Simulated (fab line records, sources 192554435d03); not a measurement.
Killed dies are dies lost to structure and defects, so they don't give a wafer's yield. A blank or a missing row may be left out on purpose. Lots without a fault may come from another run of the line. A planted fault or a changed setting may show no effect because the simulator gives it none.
Chamber matching | flow n5_finfet | N5_BEOL_M0_STRIP_142 on rie_diel-03: 4 sister chambers
The step strips in N2/H2, time 10 s. 18 wafers are shown with their chamber, then 9 later ones without.

WAFERS WITH THEIR CHAMBER
wafer  | chamber | drypump_motor_current_A (A) | throttle_valve_pct (%) | showerhead_plenum_p_Torr (Torr)
L077.1 | 2       | 4.8                         | 23.43                  | 2.51
L077.2 | 0       | 5.1                         | 23.69                  | 2.59
L077.3 | 3       | 6.5                         | 23.12                  | 2.69
L081.1 | 1       | 6.6                         | 24.25                  | 2.42
L081.2 | 3       | 6.5                         | 23.16                  | 2.69
L081.3 | 0       | 5.0                         | 23.71                  | 2.59
L082.1 | 1       | 6.6                         | 24.24                  | 2.42
L082.3 | 2       | 4.8                         | 23.48                  | 2.50
L082.6 | 2       | 4.8                         | 23.45                  | 2.50
L085.1 | 2       | 4.8                         | 23.45                  | 2.50
L085.2 | 0       | 5.0                         | 23.70                  | 2.58
L085.3 | 3       | 6.5                         | 23.15                  | 2.69
L085.4 | 1       | 6.6                         | 24.26                  | 2.42
L085.5 | 0       | 5.0                         | 23.71                  | 2.58
L085.6 | 1       | 6.6                         | 24.25                  | 2.42
L086.1 | 3       | 6.5                         | 23.16                  | 2.69
L086.3 | 0       | 5.0                         | 23.72                  | 2.58
L086.4 | 1       | 6.6                         | 24.25                  | 2.41

SIGNATURES (means of the wafers above)
reading                  | chamber 0 | chamber 1 | chamber 2 | chamber 3 | scatter within a chamber
drypump_motor_current_A  | 5.020     | 6.600     | 4.800     | 6.500     | 0.0239
throttle_valve_pct       | 23.7060   | 24.2500   | 23.4525   | 23.1475   | 0.0148
showerhead_plenum_p_Torr | 2.5840    | 2.4180    | 2.5025    | 2.6900    | 0.00443
Rule: a wafer's distance from a chamber is the root of the sum, over the readings, of the square of ((its reading less the chamber's mean) divided by the reading's scatter). The wafer belongs to the nearest chamber; if the next one is less than 2 further off, it can't be placed. The scatter: the root of (the sum of the squares of (reading less its chamber's mean) over the shown wafers, divided by (wafers less chambers)).

WAFERS WITHOUT THEIR CHAMBER
wafer  | drypump_motor_current_A (A) | throttle_valve_pct (%) | showerhead_plenum_p_Torr (Torr)
L095.1 | 4.8                         | 23.49                  | 2.49
L095.2 | 6.5                         | 23.18                  | 2.68
L095.3 | 5.0                         | 23.75                  | 2.57
L095.4 | 6.5                         | 23.18                  | 2.68
L095.5 | 4.8                         | 23.49                  | 2.49
L095.6 | 5.0                         | 23.75                  | 2.57
L096.1 | 5.0                         | 23.77                  | 2.57
L096.3 | 4.8                         | 23.49                  | 2.49
L096.5 | 6.5                         | 23.18                  | 2.68

WHICH CHAMBER EACH WENT THROUGH
wafer  | from the rows above | in truth
L095.1 | 2                   | 2
L095.2 | 3                   | 3
L095.3 | 0                   | 0
L095.4 | 3                   | 3
L095.5 | 2                   | 2
L095.6 | 0                   | 0
L096.1 | 0                   | 0
L096.3 | 2                   | 2
L096.5 | 3                   | 3
Placed correctly: 9 of 9. Can't be placed from these rows: 0. Placed wrongly: 0.
